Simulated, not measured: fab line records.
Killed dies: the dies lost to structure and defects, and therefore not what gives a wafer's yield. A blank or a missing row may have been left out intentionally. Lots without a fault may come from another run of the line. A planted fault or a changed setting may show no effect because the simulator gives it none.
A lot that was struck, set against a sound lot | flow nand-harc | 14 steps out of a route of 1159
Sound: the wafers L153.1, L153.4, L153.6. Struck: wafers L163.1, L163.3, L163.4. Last of all comes the cause.
Per side, at each step with rows, come the tool, then ch with its chambers, and then its first start. Under that, the readings that differ: sound wafers | struck wafers | difference of the means | sigmas: that difference in standard deviations of wafers without a fault.
alike: a reading whose means differ by less than 2 such deviations, as well as words and numbers matching on both sides. not compared: withheld readings; readings where some wafer has no value; bounds like >300 that might hide an equal value; numbers whose values overlap and for which the record gives no deviation.
A row with sigmas, a row that says differs or no value, or rows on one side alone: a step with any of these is where the two part. Numbers that don't overlap but have no deviation are shown without sigmas and don't part them. A reading missing from all wafers of one side parts the sides only when that side holds two or more wafers.

NHARC_A_SGD_CUT_OVL_MEAS_10:
  sound on overlay-02, day 15 13:40; struck on overlay-01, day 17 23:11
  alike: overlay-x-nm, overlay-y-nm
NHARC_A_SGD_CUT_INSPECT_11:
  sound on defect-inspect-01, day 15 13:43; struck on defect-inspect-01, day 17 23:13
  alike: raw-defect-count
NHARC_A_SGD_CUT_DESCUM_14: chemistry O2, time 3 s.
  sound on rie-diel-05 ch 1,2, day 15 13:46; struck on rie-diel-05 ch 0,1,3, day 17 23:17
  alike: chamber-pressure-mTorr, drypump-motor-current-A, oes-product-au, rf-vpp-V, showerhead-plenum-p-Torr, throttle-valve-pct
  not compared: rf-hours-counter-h
NHARC_A_SGD_CUT_ETCH_58: etches the open film in CF4, target depth 39 nm, time 65 s.
  sound on rie-diel-05 ch 0,1, day 15 13:51; struck on rie-diel-05 ch 0,2,3, day 17 23:22
  alike: chamber-pressure-mTorr, drypump-motor-current-A, oes-product-au, rf-vpp-V, showerhead-plenum-p-Torr, throttle-valve-pct
  not compared: rf-hours-counter-h
NHARC_A_SGD_CUT_ETCH_59: etches the open film in N2/H2, target depth 260 nm, time 406.25 s.
  sound: rie-diel-05 ch 0,1,2; struck: rie-diel-05 ch 0,1,2
  alike: chamber-pressure-mTorr, drypump-motor-current-A, oes-product-au, rf-vpp-V, showerhead-plenum-p-Torr, throttle-valve-pct
  not compared: rf-hours-counter-h
then, 1 step without rows for these wafers: NHARC_A_SGD_CUT_ETCH_15 (etches the open film in CH3F/O2, target depth 75 nm, time 64.3 s).
NHARC_A_SGD_CUT_ETCH_16: etches the open film in C4F8/O2/Ar, target depth 310.5 nm, time 155.2 s.
  sound: rie-diel-05 ch 0,1; struck: rie-diel-05 ch 0,1,2
  alike: chamber-pressure-mTorr, oes-product-au, rf-vpp-V
  not compared: rf-hours-counter-h
then, 5 steps without rows for these wafers: NHARC_A_SGD_CUT_STRIP_60 (strips in C4F8/O2/Ar); NHARC_A_SGD_CUT_STRIP_17 (strips in O2); NHARC_A_SGD_CUT_PRECLEAN_18 (cleans in SC1); NHARC_A_SGD_CUT_SRD_19; NHARC_A_SGD_CUT_DEP_20 (deposits SiO2, target thk 150 nm).
NHARC_A_SGD_CUT_ANNEAL_27: time 1800 s.
  struck on furnace-01, day 18 03:38; sound on furnace-01 ch 0, day 15 17:40
  no value came back on the struck wafers for run-length-s (s), spike-tc-bottom-C (C), spike-tc-lower-C (C); on the sound wafers run-length-s (s) reads 1823 1823 1823
NHARC_A_SGD_CUT_CMP_21: polishes, target thk 148.19 nm.
  sound on cmp-03 ch 0,1, day 15 19:06; struck on cmp-03 ch 0,2,3, day 18 05:11
  alike: motor-current-A, time-to-endpoint-s

## WHERE THEY PART
At NHARC_A_SGD_CUT_ANNEAL_27 and nowhere else, as far as this record goes. Later steps at which nothing parts them and some readings are alike: NHARC_A_SGD_CUT_CMP_21.

WHY: what the simulator had put in
Whole step skipped at NHARC_A_SGD_CUT_ANNEAL_27 on furnace-01, starting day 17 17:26. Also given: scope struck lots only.
